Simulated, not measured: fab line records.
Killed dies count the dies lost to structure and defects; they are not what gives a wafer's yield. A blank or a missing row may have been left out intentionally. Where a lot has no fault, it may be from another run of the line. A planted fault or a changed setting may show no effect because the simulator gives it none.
Chamber matching ; flow n5-finfet ; N5_BEOL_M8_CURE_75 on uv-cure-02: 3 sister chambers
The step cures SiCOH lowk, time 120 s. 6 wafers are shown with their chamber, then 12 later ones without.

## WAFERS PAIRED WITH THEIR CHAMBERS
wafer;chamber;wafer_temp_C_max;lamp-power-pct (%)
L083.2;1;371.4;52.33
L083.5;1;372.0;52.29
L085.4;2;371.4;52.36
L085.6;2;372.6;52.28
L087.2;0;372.3;52.35
L087.6;0;372.2;52.27

## WAFERS WITH NO CHAMBER GIVEN
wafer;wafer_temp_C_max;lamp-power-pct (%)
L092.2;371.2;52.30
L092.5;371.7;52.27
L092.6;371.3;52.32
L094.4;371.5;52.25
L094.5;371.6;52.29
L094.6;372.0;52.25
L095.2;371.5;52.25
L095.4;371.6;52.29
L095.5;371.4;52.32
L097.4;371.7;52.36
L097.5;372.5;52.35
L097.6;371.1;52.33

## CHAMBER TAKEN BY EACH
wafer;from the rows above;in truth
L092.2;can't be placed: 1 or 2 or 0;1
L092.5;can't be placed: 1 or 2 or 0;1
L092.6;can't be placed: 1 or 2 or 0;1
L094.4;can't be placed: 1 or 2 or 0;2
L094.5;can't be placed: 1 or 2 or 0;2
L094.6;can't be placed: 0 or 1 or 2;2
L095.2;can't be placed: 1 or 2 or 0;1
L095.4;can't be placed: 1 or 2 or 0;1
L095.5;can't be placed: 1 or 2 or 0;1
L097.4;can't be placed: 2 or 1 or 0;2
L097.5;can't be placed: 0 or 2 or 1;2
L097.6;can't be placed: 1 or 2 or 0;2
Placed correctly: 0 of 12. Cannot be placed on the basis of these rows: 12; the candidates contain the true chamber in 12. Wrongly placed: 0.
How it was worked out, from the rows above alone: a wafer's distance from a chamber is the root of the sum, over the readings, of the square of ((its reading less the chamber's mean) divided by the reading's scatter). If the next closest chamber is less than 2 further off than the closest, the wafer can't be placed; otherwise it belongs to the closest. A chamber's mean is the mean of its shown wafers. The scatter: take each reading less its chamber's mean, square it, sum over the shown wafers, divide by the number of wafers less the number of chambers, and take the root.
